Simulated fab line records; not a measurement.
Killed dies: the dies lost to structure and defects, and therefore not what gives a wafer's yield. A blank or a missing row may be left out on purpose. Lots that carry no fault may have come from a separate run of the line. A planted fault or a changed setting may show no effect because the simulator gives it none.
fab line records + flow n5Finfet
record:
- lots: 11
- wafers: 28
- lastDay: 17
route steps=1938 shown HKMG_FIN@433 BEOL_M4@1111
lots that met no fault: taken from a fault-free run of the same line
startH: hours from the record's first day to the start of the lot's first wafer shown + waitH: time in hours since the lot's previous step + " repeats the value in the row above + L1.1+2: a single row standing in for several wafers + - no value present, or no start provided + * or withheld: withheld + < > ~ a bound
route shown NAME@n: NAME is a module with steps in the file, n the number in the route of the first one + usual: mean/standard deviation of fault-free wafers + same: alike in all rows + chamber/n: place in a boat + sites: each site's reading + _std_site: standard deviation of those values + _edge_site: outer sites' mean less inner sites' + radiusMm: for every site, how far away it sits from the centre of the wafer + mask NAME#n: copy n + behind: the last tool/chamber to shape the wafer + hold: reason for holding the lot/hours on hold/outcome of the hold + device: names the non-switching transistor (n, p or np) + end of line: tests of these same wafers at the route's end + a step with no rows: only its recipe + killed: the dies lost at the first sort to structure and to defects; this is not the yield of the wafer + map: the dies of a wafer, with x for killed, . for not killed, _ for no die there
set.NAME: setting as actually run; set.NAME@STEP: the setting as run at that earlier step + model.NAME: the simulator's own value behind a step, which no gauge read
the route's steps for a sample of lots (tables are steps, rows are wafers)
services: the hour from which a tool's chamber was out of use, counted from the record's first day as startH (under 0 if before that day), plus the number of hours and why
== steps ==
step: N5_HKMG_FIN_DESCUM_17
recipe:
- chemistry: O2
- timeS: 7.9
- sourcePowerW: 50
- biasPowerW: 20
- pressureMtorr: 20
- rfFrequencyHz: 2.712e+07
- tempC: 40
- resist: CAR-ArF
- o2FlowSccm: 225
usual:
- drypumpMotorCurrentA: 5.7/0.51
- oesProductAu: 0.82/0.077
- rfVppV: 243.2/1.5
- showerheadPlenumPTorr: 2.10/0.09
- throttleValvePct: 20.40/0.15
| lot.wafer | tool       | chamber | startH | waitH | drypumpMotorCurrentA | oesProductAu | rfHoursCounterH | rfVppV | showerheadPlenumPTorr | throttleValvePct |
|-----------|------------|---------|--------|-------|----------------------|--------------|-----------------|--------|-----------------------|------------------|
| L161.4    | rieDiel-06 | 2       | 81.25  | 0.0   | 5.4                  | 0.95         | -               | 245.8  | 2.23                  | 20.44            |
| L161.5    | "          | 3       | "      | "     | 5.2                  | 0.90         | -               | 244.8  | 2.21                  | 20.27            |
| L161.6    | "          | 1       | "      | "     | 6.7                  | 0.82         | -               | 241.5  | 2.02                  | 20.43            |
| L162.2    | rieDiel-02 | 1       | 85.08  | 0.0   | 5.6                  | 0.91         | 23              | 243.3  | 2.14                  | 20.15            |
| L162.3    | "          | 0       | "      | "     | 5.8                  | 0.93         | 5               | 242.9  | 2.13                  | 19.96            |
| L162.4    | "          | 2       | "      | "     | 5.8                  | 0.85         | 42              | 244.8  | 2.24                  | 20.40            |
| L164.2    | rieDiel-06 | 3       | 95.13  | 0.1   | 5.2                  | 0.89         | 33              | 244.6  | 2.20                  | 20.27            |
| L164.4    | "          | 2       | "      | "     | 5.4                  | 0.93         | 14              | 244.8  | 2.23                  | 20.47            |
| L164.5    | "          | 3       | "      | "     | 5.2                  | 0.91         | -               | 246.0  | 2.20                  | 20.28            |
| L174.3    | rieDiel-02 | 0       | 155.46 | 0.0   | 5.8                  | 0.86         | 33              | 244.0  | 2.12                  | 20.01            |
| L174.4    | "          | 2       | "      | "     | 5.7                  | 0.82         | 74              | 246.5  | 2.23                  | 20.45            |
| L175.3    | rieDiel-02 | 0       | 162.86 | 0.0   | 5.8                  | 0.86         | 36              | 244.6  | 2.12                  | 20.01            |
| L175.5    | "          | 0       | "      | "     | 5.8                  | 0.85         | -               | 242.5  | 2.12                  | 20.02            |
| L176.4    | rieDiel-01 | 0       | 169.78 | 0.1   | 6.1                  | 0.71         | -               | 241.0  | 1.98                  | 20.59            |
| L176.5    | "          | 3       | "      | "     | 5.8                  | 0.85         | -               | 244.2  | 2.04                  | 20.38            |
| L177.3    | rieDiel-01 | 3       | 173.58 | 0.0   | 5.7                  | 0.84         | 38              | 242.0  | 2.04                  | 20.39            |
| L177.6    | "          | 1       | "      | "     | 5.3                  | 0.69         | -               | 242.7  | 2.07                  | 20.53            |
| L178.1    | rieDiel-06 | 1       | 181.14 | 0.1   | 6.7                  | 0.80         | 109             | 240.4  | 2.01                  | 20.48            |
| L178.4    | "          | 0       | "      | "     | 5.3                  | 0.89         | 21              | 244.3  | 2.25                  | 20.53            |
| L178.5    | "          | 3       | "      | "     | 5.1                  | 0.88         | -               | 244.6  | 2.20                  | 20.32            |
| L179.1    | rieDiel-02 | 0       | 185.88 | 0.1   | 5.8                  | 0.85         | 44              | 244.1  | 2.12                  | 20.02            |
| L179.6    | "          | 0       | "      | "     | 5.8                  | 0.85         | -               | 243.4  | 2.12                  | 20.01            |
| L183.1    | rieDiel-01 | 1       | 208.23 | 0.0   | 5.3                  | 0.68         | 229             | 242.8  | 2.07                  | 20.56            |
| L183.2    | "          | 3       | "      | "     | 5.7                  | 0.83         | 51              | 242.4  | 2.03                  | 20.42            |
| L183.6    | "          | 1       | "      | "     | 5.3                  | 0.68         | -               | 243.2  | 2.07                  | 20.54            |
| L184.1    | rieDiel-06 | 0       | 213.52 | 0.1   | 5.3                  | 0.86         | 31              | 244.6  | 2.24                  | 20.55            |
| L184.3    | "          | 3       | "      | "     | 5.1                  | 0.84         | 64              | 244.9  | 2.19                  | 20.33            |
| L184.5    | "          | 1       | "      | "     | 6.7                  | 0.78         | -               | 242.2  | 2.01                  | 20.50            |
step: N5_HKMG_FIN_ETCHBACK_68
recipe:
- chemistry: Cl2/Ar
- stopOn: HfO2
- targetDepthA: 5
- pressureMtorr: 10
- icpW: 600
- biasW: 60
- Cl2_flow_sccm: 40
- Ar_flow_sccm: 60
usual:
- drypumpMotorCurrentA: 5.62/0.17
- oesProductAu: 0.72/0.12
- throttleValvePct: 20.98/0.22
| lot.wafer | tool        | chamber | startH | waitH | drypumpMotorCurrentA | oesProductAu | rfHoursCounterH | throttleValvePct |
|-----------|-------------|---------|--------|-------|----------------------|--------------|-----------------|------------------|
| L161.4    | rieMetal-02 | 0       | 84.09  | 0.1   | 5.84                 | 0.97         | -               | 20.98            |
| L161.5    | "           | 1       | "      | "     | 5.65                 | 0.63         | -               | 21.30            |
| L161.6    | "           | 0       | "      | "     | 5.86                 | 0.97         | -               | 20.97            |
| L162.2    | rieMetal-01 | 0       | 87.90  | 0.0   | 5.35                 | 0.84         | 23              | 20.71            |
| L162.3    | "           | 0       | "      | "     | 5.34                 | 0.83         | -               | 20.72            |
| L162.4    | "           | 1       | "      | "     | 5.65                 | 0.70         | -               | 20.70            |
| L164.2    | rieMetal-01 | 0       | 97.74  | 0.0   | 5.32                 | 0.83         | 23              | 20.73            |
| L164.4    | "           | 1       | "      | "     | 5.66                 | 0.71         | -               | 20.71            |
| L164.5    | "           | 1       | "      | "     | 5.66                 | 0.70         | -               | 20.71            |
| L174.3    | rieMetal-01 | 1       | 158.21 | 0.1   | 5.65                 | 0.69         | -               | 20.71            |
| L174.4    | "           | 0       | "      | "     | 5.33                 | 0.81         | -               | 20.74            |
| L175.3    | rieMetal-03 | 1       | 165.61 | 0.1   | 5.60                 | 0.62         | -               | 21.01            |
| L175.5    | "           | 1       | "      | "     | 5.61                 | 0.61         | -               | 20.99            |
| L176.4    | rieMetal-02 | 1       | 172.58 | 0.1   | 5.64                 | 0.62         | -               | 21.33            |
| L176.5    | "           | 0       | "      | "     | 5.87                 | 0.88         | -               | 20.99            |
| L177.3    | rieMetal-02 | 0       | 176.30 | 0.1   | 5.84                 | 0.87         | -               | 20.98            |
| L177.6    | "           | 1       | "      | "     | 5.65                 | 0.61         | -               | 21.34            |
| L178.1    | rieMetal-01 | 0       | 183.76 | 0.0   | 5.31                 | 0.80         | 32              | 20.74            |
| L178.4    | "           | 1       | "      | "     | 5.66                 | 0.69         | -               | 20.72            |
| L178.5    | "           | 0       | "      | "     | 5.32                 | 0.80         | -               | 20.72            |
| L179.1    | rieMetal-01 | 1       | 188.53 | 0.0   | 5.67                 | 0.68         | 74              | 20.72            |
| L179.6    | "           | 1       | "      | "     | 5.67                 | 0.68         | -               | 20.72            |
| L183.1    | rieMetal-02 | 1       | 210.83 | 0.0   | 5.65                 | 0.62         | 117             | 21.34            |
| L183.2    | "           | 0       | "      | "     | 5.87                 | 0.86         | 13              | 21.02            |
| L183.6    | "           | 0       | "      | "     | 5.87                 | 0.86         | -               | 20.99            |
| L184.1    | rieMetal-03 | 1       | 216.24 | 0.0   | 5.59                 | 0.61         | 120             | 21.01            |
| L184.3    | "           | 1       | "      | "     | 5.59                 | 0.61         | -               | 21.02            |
| L184.5    | "           | 0       | "      | "     | 5.51                 | 0.61         | -               | 21.17            |
step: N5_HKMG_FIN_ALD_21
recipe:
- material: TiN
- targetThkA: 15
- tempC: 400
- aldPrecursorFamily: TiCl4
- aldCoReactant: NH3
- pulseTimeS: 1
- purgeTimeS: 3
- coReactantPurgeTimeS: 2
- coReactantPulseTimeS: 2
- aldCycles: 68
- pressureTorr: 3
usual:
- aldCycles: 68/0
- heaterPowerW: 902/93
- precursorPulseHeightRel: 1.000/0.02
same:
- coReactantPulseTimeS: 2
| lot.wafer | tool        | chamber | startH | waitH | aldCycles | heaterPowerW | precursorPulseHeightRel |
|-----------|-------------|---------|--------|-------|-----------|--------------|-------------------------|
| L161.4    | aldMetal-01 | 1       | 84.57  | 0.1   | 68        | 834          | 1.003                   |
| L161.5    | "           | 2       | "      | "     | 68        | 949          | 1.014                   |
| L161.6    | "           | 1       | "      | "     | 68        | 787          | 0.996                   |
| L162.2    | aldMetal-01 | 0       | 88.51  | 0.3   | 68        | 839          | 0.960                   |
| L162.3    | "           | 3       | "      | "     | 68        | 888          | 0.992                   |
| L162.4    | "           | 2       | "      | "     | 68        | 967          | 1.021                   |
| L164.2    | aldMetal-01 | 0       | 98.27  | 0.3   | 68        | 851          | 0.961                   |
| L164.4    | "           | 2       | "      | "     | 68        | 961          | 0.993                   |
| L164.5    | "           | 3       | "      | "     | 68        | 891          | 1.023                   |
| L174.3    | aldMetal-01 | 2       | 158.70 | 0.1   | 123       | 967          | 1.005                   |
| L174.4    | "           | 0       | "      | "     | 123       | 810          | 0.985                   |
| L175.3    | aldMetal-01 | 1       | 166.17 | 0.1   | 123       | 804          | 1.016                   |
| L175.5    | "           | 3       | "      | "     | 68        | 911          | 0.988                   |
| L176.4    | aldMetal-01 | 2       | 173.06 | 0.1   | 123       | 963          | 0.983                   |
| L176.5    | "           | 2       | "      | "     | 68        | 945          | 1.004                   |
| L177.3    | aldMetal-04 | 2       | 176.79 | 0.1   | 68        | 1085         | 0.960                   |
| L177.6    | "           | 2       | "      | "     | 68        | 1055         | 0.981                   |
| L178.1    | aldMetal-04 | 1       | 184.29 | 0.3   | 68        | 807          | 1.028                   |
| L178.4    | "           | 3       | "      | "     | 68        | 876          | 1.021                   |
| L178.5    | "           | 0       | "      | "     | 68        | 1019         | 0.979                   |
| L179.1    | aldMetal-04 | 3       | 189.05 | 0.3   | 68        | 840          | 1.046                   |
| L179.6    | "           | 2       | "      | "     | 68        | 1103         | 1.010                   |
| L183.1    | aldMetal-04 | 3       | 211.36 | 0.3   | 68        | 849          | 1.007                   |
| L183.2    | "           | 1       | "      | "     | 68        | 787          | 1.010                   |
| L183.6    | "           | 1       | "      | "     | 68        | 776          | 0.993                   |
| L184.1    | aldMetal-03 | 0       | 216.76 | 0.3   | 68        | 809          | 1.010                   |
| L184.3    | "           | 3       | "      | "     | 68        | 1052         | 1.039                   |
| L184.5    | "           | 0       | "      | "     | 68        | 804          | 1.028                   |
step: N5_HKMG_FIN_CMP_94
recipe:
- stopOn: SiNx
- postCmpClean: wDiluteNh4oh
- tOverpolishS: 4.7
- downForcePsi: 4
- platenRpm: 50.289
- padVelocityMS: 1.0006
- targetThkNm: 43.299
usual:
- motorCurrentA: 12.0/1.8
| lot.wafer | tool   | chamber | startH | waitH | motorCurrentA |
|-----------|--------|---------|--------|-------|---------------|
| L161.4    | cmp-04 | 3       | 85.58  | 0.4   | 11.2          |
| L161.6    | "      | 3       | "      | "     | 10.3          |
| L161.5    | "      | 0       | "      | "     | 11.4          |
| L162.3    | cmp-04 | 1       | 89.58  | 0.3   | 11.6          |
| L162.4    | "      | 2       | "      | "     | 12.2          |
| L162.2    | "      | 3       | "      | "     | 10.8          |
| L164.4    | cmp-01 | 2       | 99.28  | 0.4   | 16.9          |
| L164.2    | "      | 1       | "      | "     | 11.3          |
| L164.5    | "      | 3       | "      | "     | 11.3          |
| L174.3    | cmp-01 | 3       | 159.74 | 0.4   | 10.8          |
| L174.4    | "      | 0       | "      | "     | 12.3          |
| L175.3    | cmp-01 | 0       | 167.21 | 0.3   | 12.5          |
| L175.5    | "      | 3       | "      | "     | 11.0          |
| L176.4    | cmp-04 | 1       | 174.14 | 0.3   | 12.8          |
| L176.5    | "      | 0       | "      | "     | 11.1          |
| L177.3    | cmp-04 | 2       | 177.86 | 0.3   | 12.1          |
| L177.6    | "      | 1       | "      | "     | 12.3          |
| L178.4    | cmp-03 | 1       | 185.30 | 0.4   | 11.2          |
| L178.1    | "      | 0       | "      | "     | 13.0          |
| L178.5    | "      | 2       | "      | "     | 12.7          |
| L179.1    | cmp-01 | 0       | 190.12 | 0.3   | 12.3          |
| L179.6    | "      | 3       | "      | "     | 10.9          |
| L183.1    | cmp-01 | 2       | 212.43 | 0.3   | 17.0          |
| L183.2    | "      | 3       | "      | "     | 11.0          |
| L183.6    | "      | 0       | "      | "     | 12.8          |
| L184.1    | cmp-01 | 0       | 217.83 | 0.3   | 12.7          |
| L184.3    | "      | 2       | "      | "     | 17.2          |
| L184.5    | "      | 0       | "      | "     | 12.4          |
step: N5_BEOL_M4_RC_MEAS_101
usual:
- DIBL_N: 36.1/1.5
- DIBL_P: 36.1/1.9
- IOFF_N: 0.159/0.029
- IOFF_P: 0.21/0.038
- ION_N: 675/11
- ION_P: 464/8.1
- SS_N: 71.5/0.57
- SS_P: 73.3/0.64
- VT_N: 249/3.1
- VT_P: -250/3.8
| lot.wafer | tool      | chamber | startH | waitH | DIBL_N[mV/V] | DIBL_P[mV/V] | IOFF_N[nA/um] | IOFF_P[nA/um] | ION_N[uA/um] | ION_P[uA/um] | SS_N[mV/dec] | SS_P[mV/dec] | VT_N[mV] | VT_P[mV] |
|-----------|-----------|---------|--------|-------|--------------|--------------|---------------|---------------|--------------|--------------|--------------|--------------|----------|----------|
| L161.4    | prober-01 | 0       | 158.90 | 0.5   | 37.0         | 37.6         | 0.149         | 0.21          | 664          | 462          | 71.6         | 73.3         | 249      | -251     |
| L161.5    | "         | 0       | "      | "     | 35.4         | 34.6         | 0.118         | 0.17          | 654          | 457          | 71.8         | 72.9         | 255      | -254     |
| L161.6    | "         | 0       | "      | "     | 37.2         | 38.3         | 0.144         | 0.22          | 664          | 461          | 71.6         | 73.2         | 252      | -251     |
| L162.2    | prober-01 | 0       | 174.34 | 0.2   | 36.9         | 35.9         | 0.156         | 0.20          | 667          | 456          | 71.5         | 72.8         | 250      | -250     |
| L162.3    | "         | 0       | "      | "     | 36.2         | 35.2         | 0.148         | 0.19          | 675          | 457          | 71.4         | 73.0         | 251      | -252     |
| L162.4    | "         | 0       | "      | "     | 36.3         | 34.8         | 0.152         | 0.18          | 658          | 453          | 71.5         | 72.6         | 253      | -252     |
| L164.2    | prober-01 | 0       | 177.54 | 0.2   | 37.8         | 37.3         | 0.161         | 0.24          | 666          | 464          | 71.8         | 73.8         | 249      | -246     |
| L164.4    | "         | 0       | "      | "     | 35.9         | 34.2         | 0.137         | 0.19          | 672          | 462          | 72.3         | 72.5         | 250      | -249     |
| L164.5    | "         | 0       | "      | "     | 36.7         | 36.4         | 0.148         | 0.22          | 654          | 454          | 71.5         | 73.3         | 253      | -247     |
| L174.3    | prober-01 | 0       | 248.66 | 0.3   | 36.7         | 38.0         | 0.168         | 0.23          | 687          | 464          | 71.7         | 73.1         | 249      | -249     |
| L174.4    | "         | 0       | "      | "     | 34.2         | 34.1         | 0.113         | 0.17          | 656          | 460          | 70.8         | 73.2         | 256      | -254     |
| L175.3    | prober-02 | 0       | 249.42 | 0.6   | 36.8         | 35.6         | 0.172         | 0.18          | 677          | 454          | 71.0         | 73.2         | 248      | -253     |
| L175.5    | "         | 0       | "      | "     | 36.2         | 35.5         | 0.175         | 0.20          | 692          | 470          | 70.5         | 73.2         | 247      | -252     |
| L176.4    | prober-01 | 0       | 255.48 | 0.5   | 34.6         | 33.0         | 0.133         | 0.17          | 675          | 462          | 70.8         | 72.3         | 248      | -253     |
| L176.5    | "         | 0       | "      | "     | 34.1         | 32.4         | 0.122         | 0.16          | 666          | 459          | 71.0         | 72.4         | 252      | -255     |
| L177.3    | prober-01 | 0       | 266.64 | 0.3   | 32.5         | 32.2         | 0.111         | 0.17          | 667          | 464          | 70.8         | 72.5         | 253      | -254     |
| L177.6    | "         | 0       | "      | "     | 35.7         | 35.1         | 0.150         | 0.21          | 663          | 458          | 71.1         | 73.2         | 249      | -248     |
| L178.1    | prober-01 | 0       | 269.52 | 0.0   | 35.6         | 37.1         | 0.150         | 0.19          | 663          | 457          | 71.3         | 73.5         | 253      | -254     |
| L178.4    | "         | 0       | "      | "     | 36.9         | 37.5         | 0.166         | 0.19          | 676          | 460          | 72.4         | 73.6         | 248      | -254     |
| L178.5    | "         | 0       | "      | "     | 36.6         | 37.7         | 0.169         | 0.20          | 675          | 457          | 72.3         | 73.7         | 251      | -254     |
| L179.1    | prober-01 | 0       | 274.06 | 0.0   | 35.3         | 36.4         | 0.159         | 0.21          | 688          | 463          | 72.2         | 73.5         | 248      | -249     |
| L179.6    | "         | 0       | "      | "     | 37.3         | 39.1         | 0.206         | 0.26          | 689          | 468          | 72.0         | 74.1         | 244      | -247     |
| L183.1    | prober-02 | 0       | 306.03 | 0.0   | 37.1         | 37.1         | 0.173         | 0.30          | 677          | 479          | 71.4         | 73.3         | 246      | -241     |
| L183.2    | "         | 0       | "      | "     | 37.5         | 37.7         | 0.192         | 0.32          | 689          | 481          | 72.1         | 73.7         | 247      | -242     |
| L183.6    | "         | 0       | "      | "     | 37.6         | 37.6         | 0.198         | 0.31          | 686          | 473          | 72.0         | 74.3         | 245      | -244     |
| L184.1    | prober-01 | 0       | 321.45 | 0.0   | 36.2         | 36.8         | 0.181         | 0.23          | 684          | 469          | 71.1         | 73.3         | 247      | -247     |
| L184.3    | "         | 0       | "      | "     | 36.6         | 36.4         | 0.180         | 0.23          | 680          | 468          | 70.9         | 72.5         | 246      | -248     |
| L184.5    | "         | 0       | "      | "     | 34.8         | 36.0         | 0.168         | 0.23          | 686          | 473          | 71.5         | 73.6         | 244      | -247     |
== services ==
| tool        | chamber | startH | hours | kind   |
|-------------|---------|--------|-------|--------|
| rieDiel-01  | 3       | 59.68  | 14.2  | repair |
| rieDiel-02  | 1       | 68.50  | 2.2   | repair |
| rieDiel-06  | 0       | 68.51  | 6.8   | repair |
| rieMetal-02 | 1       | 69.41  | 10.0  | repair |
| rieDiel-06  | 2       | 83.58  | 4.7   | repair |
| rieDiel-02  | 2       | 92.12  | 3.4   | repair |
| rieMetal-02 | 1       | 99.28  | 7.9   | repair |
| rieDiel-06  | -       | 104.51 | 28.1  | pm     |
| cmp-04      | -       | 114.69 | 1.4   | repair |
| cmp-04      | -       | 122.01 | 12.8  | pm     |
| cmp-04      | -       | 136.94 | 7.0   | pm     |
| rieDiel-02  | 0       | 145.20 | 4.2   | repair |
| aldMetal-04 | -       | 151.26 | 1.4   | repair |
| aldMetal-04 | -       | 155.08 | 0.4   | repair |
| cmp-01      | -       | 160.58 | 1.5   | repair |
| aldMetal-04 | 0       | 161.23 | 1.7   | repair |
| cmp-04      | -       | 164.11 | 1.0   | repair |
| cmp-01      | -       | 179.65 | 4.0   | pm     |
| cmp-04      | -       | 182.35 | 0.4   | repair |
| aldMetal-04 | -       | 186.50 | 2.2   | repair |
| cmp-04      | -       | 189.92 | 0.3   | repair |
| cmp-01      | -       | 202.18 | 2.4   | repair |
| cmp-04      | -       | 203.12 | 2.8   | repair |
| aldMetal-04 | 0       | 209.91 | 37.6  | repair |
== key ==
firstSign:
- step: N5_HKMG_FIN_ALD_21
- reading: aldCycles
- direction: up
- sigmas: 99+
- usual: *
- struck: *
effect none on later readings
metAt N5_HKMG_FIN_ALD_21
struckLots L174,L175,L176
struckWafers L174.3,L174.4,L175.3,L176.4
notActingAt N5_HKMG_FIN_DESCUM_17,N5_HKMG_FIN_ETCHBACK_68,N5_HKMG_FIN_CMP_94
onsetBetween 98.27 158.70
fault:
- kind: processParameterDrift
- tool: aldMetal-01
- chamber: -
- onsetH: 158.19
- steps: N5_HKMG_FIN_ALD_21
- channel: aldCycles
- offset: *
- shape: step
- endH: 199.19
- scope: struckWafersOnly
- actsIn: *
- stated: *
